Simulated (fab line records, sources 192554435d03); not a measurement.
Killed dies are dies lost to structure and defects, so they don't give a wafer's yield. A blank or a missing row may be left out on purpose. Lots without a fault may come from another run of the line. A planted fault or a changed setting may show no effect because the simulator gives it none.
A struck lot beside a sound one | flow n5_finfet | 22 steps out of a route of 1938
Sound: wafers L576.2, L576.3, L576.6. Struck: wafers L565.1, L565.2, L565.3. The cause comes at the end.
At each step with rows: each side's tool, then ch and its chambers, then its first start. Under that, the readings that differ: sound wafers | struck wafers | difference of the means | sigmas: that difference in standard deviations of wafers without a fault.
alike: readings whose means differ by less than 2 such deviations, and words and numbers that are the same on both sides. not compared: withheld readings, readings that some wafer has no value for, bounds like >300 that may hide the same value, and numbers for which the record gives no deviation and whose values overlap.
The two part at a step that has a row with sigmas, a row that says differs or no value, or rows on one side only. Numbers that don't overlap but have no deviation are shown without sigmas and don't part them. A reading that every wafer of one side lacks parts them only if that side has two wafers or more.

first, 7 steps without rows for these wafers: N5_BEOL_M4_COAT_73 (time 60 s, resist thk 5 nm); N5_BEOL_M4_COAT_05 (resist thk 30 nm); N5_BEOL_M4_EBR_07; N5_BEOL_M4_SOFTBAKE_06 (time 60 s); N5_BEOL_M4_EXPOSE_08 (exposes mask M4); N5_BEOL_M4_PEB_09 (peb time 60 s); N5_BEOL_M4_DEVELOP_10 (develop time 30 s).
N5_BEOL_M4_CD_MEAS_11: target cd 16.79 nm.
  sound on cd_sem-03 ch 0, day 12 18:43; struck on cd_sem-01 ch 0, day 10 05:40
  alike: cd_nm
N5_BEOL_M4_OVL_MEAS_12:
  sound on overlay-02 ch 0, day 12 18:45; struck on overlay-01 ch 0, day 10 05:42
  alike: M4_OVL
N5_BEOL_M4_INSPECT_13: inspects for defects (brightfield).
  sound on defect_inspect-01, day 12 18:48; struck on defect_inspect-02, day 10 05:46
  alike: raw_defect_count
N5_BEOL_M4_DESCUM_16: chemistry O2, time 7 s.
  sound on rie_diel-04 ch 0,3, day 12 18:50; struck on rie_diel-04 ch 0,1,2, day 10 05:47
  alike: drypump_motor_current_A, oes_product_au, rf_fwd_power_W, rf_vpp_V, showerhead_plenum_p_Torr, throttle_valve_pct
  not compared: rf_hours_counter_h
N5_BEOL_M4_ETCH_74: etches underlayer in N2/H2, target depth 6.5 nm, time 5.2 s.
  sound on rie_diel-04 ch 0,3, day 12 18:52; struck on rie_diel-04 ch 0,1,2, day 10 05:50
  alike: bias_w, chamber_pressure_mTorr, drypump_motor_current_A, etch_rf_on_time_s, oes_product_au, rf_fwd_power_W, rf_vpp_V, showerhead_plenum_p_Torr, throttle_valve_pct
  not compared: rf_hours_counter_h
N5_BEOL_M4_ETCH_63: etches SiARC in CF4, target depth 15.6 nm, time 26 s.
  sound on rie_diel-04 ch 0,3, day 12 18:53; struck on rie_diel-04 ch 0,1,2, day 10 05:50
  no value came back on the struck wafers for any of 9 readings (bias_w (W), cf4_flow_sccm (sccm) and others); on the sound wafers bias_w (W) reads 36.08 36.24 35.97
  reading                                      | sound          | struck         | difference | sigmas
  model.CAR-EUV_of_BEOL_M4_COAT_05.thk_nm (nm) | 11.2 11.2 11.2 | 20.4 20.2 20.4 | +9.1       |
  not compared: rf_hours_counter_h
N5_BEOL_M4_ETCH_64: etches SOC in N2/H2, target depth 75 nm, overetch 22.5 nm, time 121.9 s.
  sound on rie_diel-04 ch 0,3, day 12 18:55; struck on rie_diel-04 ch 0,1,2, day 10 05:52
  reading               | sound          | struck         | difference | sigmas
  oes_product_au (a.u.) | 0.55 0.73 0.56 | 0.26 0.36 0.28 | -0.31      | -5
  alike: bias_w, chamber_pressure_mTorr, drypump_motor_current_A, rf_fwd_power_W, rf_vpp_V, showerhead_plenum_p_Torr, throttle_valve_pct
  not compared: rf_hours_counter_h
then, 2 steps without rows for these wafers: N5_BEOL_M4_STRIP_65 (strips in N2/H2); N5_BEOL_M4_STRIP_75 (strips in N2/H2).
N5_BEOL_M4_STRIP_66: strips in CF4.
  sound on rie_diel-04 ch 0,3, day 12 19:02; struck on rie_diel-04 ch 0,1,2, day 10 06:00
  alike: drypump_motor_current_A, oes_product_au, rf_fwd_power_W, rf_vpp_V, showerhead_plenum_p_Torr, throttle_valve_pct
  not compared: rf_hours_counter_h
N5_BEOL_M4_HM_OPEN_17: chemistry Cl2/BCl3, target TiN, target depth 20 nm, overetch 6 nm.
  sound on rie_metal-01 ch 0, day 12 19:07; struck on rie_metal-03 ch 0,1, day 10 06:02
  reading                | sound             | struck            | difference | sigmas
  oes_product_au (a.u.)  | 0.63 0.63 0.63    | 0.26 0.27 0.26    | -0.37      | -4
  throttle_valve_pct (%) | 22.18 22.17 22.20 | 22.70 22.90 22.69 | +0.58      | +5
  alike: drypump_motor_current_A, rf_fwd_power_W
  not compared: rf_hours_counter_h
N5_BEOL_M4_STRIP_19: strips in O2.
  sound on rie_diel-03 ch 0,2, day 12 19:17; struck on rie_diel-04 ch 0,1,2, day 10 06:09
  alike: drypump_motor_current_A, oes_product_au, rf_vpp_V, showerhead_plenum_p_Torr, throttle_valve_pct
  not compared: rf_hours_counter_h
N5_BEOL_M4_CD_MEAS_18: pitch 36 nm, target cd 18 nm.
  sound on cd_sem-03, day 12 19:22; struck on cd_sem-01, day 10 06:13
  reading    | sound             | struck | difference                    | sigmas
  cd_nm (nm) | 18.00 17.98 18.08 | - - -  | no value on the struck wafers |
then, 1 step without rows for these wafers: N5_BEOL_M4_COAT_67 (time 60 s, resist thk 60 nm).
N5_BEOL_M4_RC_MEAS_101:
  the record has rows for the sound wafers here (prober-02 ch 0, day 13 05:36) and none for the struck ones

WHERE THEY PART
First at N5_BEOL_M4_ETCH_63; last, within this record, at N5_BEOL_M4_RC_MEAS_101.

WHY: what the simulator had put in
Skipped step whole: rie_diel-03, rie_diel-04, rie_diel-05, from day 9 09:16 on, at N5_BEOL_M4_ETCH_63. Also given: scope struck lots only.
